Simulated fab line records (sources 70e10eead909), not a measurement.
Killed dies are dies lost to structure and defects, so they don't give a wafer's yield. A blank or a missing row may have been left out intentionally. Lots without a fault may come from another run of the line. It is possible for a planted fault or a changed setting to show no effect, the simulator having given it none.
Struck lot and sound lot, side by side / flow nand harc / 13 out of 1302 route steps
Sound: the wafers L855.1, L855.3, L855.5. Struck: wafer L874.3 (left out: L874.4, L874.6 of the same lot, which were not struck); the cause appears at the end.
Order at every step that has rows: each side's tool, ch and its chambers, its first start. Under that, the readings that differ: sound wafers / struck wafers / difference of the means / sigmas: that difference in standard deviations of wafers without a fault.
alike: a reading whose means differ by less than 2 such deviations, as well as words and numbers matching on both sides. not compared: withheld readings; readings where some wafer has no value; bounds like >300 that might hide an equal value; numbers whose values overlap and for which the record gives no deviation.
Wherever a step has rows on one side only, a row that says differs or no value, or a row with sigmas, the two part there. Non-overlapping numbers with no deviation appear without sigmas and do not part them. Lack of a reading on every wafer of one side parts them only where that side has two or more wafers.

first, 1 step without rows for these wafers: NHARC_A_SLIT_SRD_20.
NHARC_A_SLIT_CD_MEAS_21:
  struck on cd sem-02, day 28 20:56; sound on cd sem-01, day 21 17:19
  alike: cd nm
then, 3 steps without rows for these wafers: NHARC_A_SIN_REMOVE_WET_00 (chemistry H3PO4, time 15300 s); NHARC_A_SIN_REMOVE_PRECLEAN_01 (cleans in SC1); NHARC_A_SIN_REMOVE_SRD_02.
NHARC_A_SIN_REMOVE_INSPECT_04:
  struck on defect inspect-02, day 29 03:32; sound on defect inspect-01, day 21 23:58
  alike: raw defect count
NHARC_A_WL_FILL_ALD_00: deposits Al2O3, target thk 3 nm, pulse time 3 s, ald cycles 30.
  sound on ald hk-01 ch 1,3, day 22 00:03; struck on ald hk-01 ch 1, day 29 03:52
  alike: heater power w, precursor pulse height rel
NHARC_A_WL_FILL_RTA_01: time 5 s.
  sound on rtp anneal-02 ch 0, day 22 00:17; struck on rtp anneal-02 ch 0, day 29 04:12
  alike: lamp power pct, lamp_zone_2_pct, lamp_zone_6_pct, wafer_temp_C_max
NHARC_A_WL_FILL_ALD_02: deposits TiN, target thk 2 nm, pulse time 3 s, ald cycles 100.
  sound on ald metal-01 ch 0,1,3, day 22 00:35; struck on ald metal-03 ch 0, day 29 04:26
  alike: heater power w, precursor pulse height rel
NHARC_A_WL_FILL_CVD_03: deposits W, target thk 40 nm, time 279 s.
  sound on cvd w-01 ch 0,1, day 22 00:57; struck on cvd w-02 ch 0, day 29 04:54
reading=heater power w (W); sound=493 470 486; struck=559; difference=+76; sigmas=+3
reading=throttle valve pct (%); sound=8.31 8.04 8.22; struck=7.78; difference=-0.41; sigmas=-2
NHARC_A_WL_FILL_ETCHBACK_04: etches the open film in NF3, target depth 60 nm, time 120 s.
  sound on rie metal-02 ch 1, day 22 01:23; struck on rie metal-03 ch 1, day 29 05:16
reading=run length s (s); sound=141.6 141.8 141.2; struck=134.6; difference=-6.9; sigmas=-22
  alike: drypump motor current A, oes product au
  not compared: rf hours counter h
NHARC_A_WL_FILL_ETCHBACK_05: etches the open film in Cl2/BCl3, target depth 22 nm, time 60 s.
  sound on rie metal-02 ch 0,1, day 22 01:36; struck on rie metal-03 ch 1, day 29 05:27
reading=oes product au (a.u.); sound=0.992 0.998 0.998; struck=1.011; difference=+0.015; sigmas=+2
  alike: drypump motor current A, run length s
  not compared: rf hours counter h
NHARC_END_SORT_01:
  the record has rows for the sound wafers here (prober-02 ch 0, day 25 20:53) and none for the struck ones

== WHERE THEY PART ==
Earliest at NHARC_A_WL_FILL_CVD_03; latest, in this record, at NHARC_END_SORT_01.

WHY: whatever the simulator had introduced
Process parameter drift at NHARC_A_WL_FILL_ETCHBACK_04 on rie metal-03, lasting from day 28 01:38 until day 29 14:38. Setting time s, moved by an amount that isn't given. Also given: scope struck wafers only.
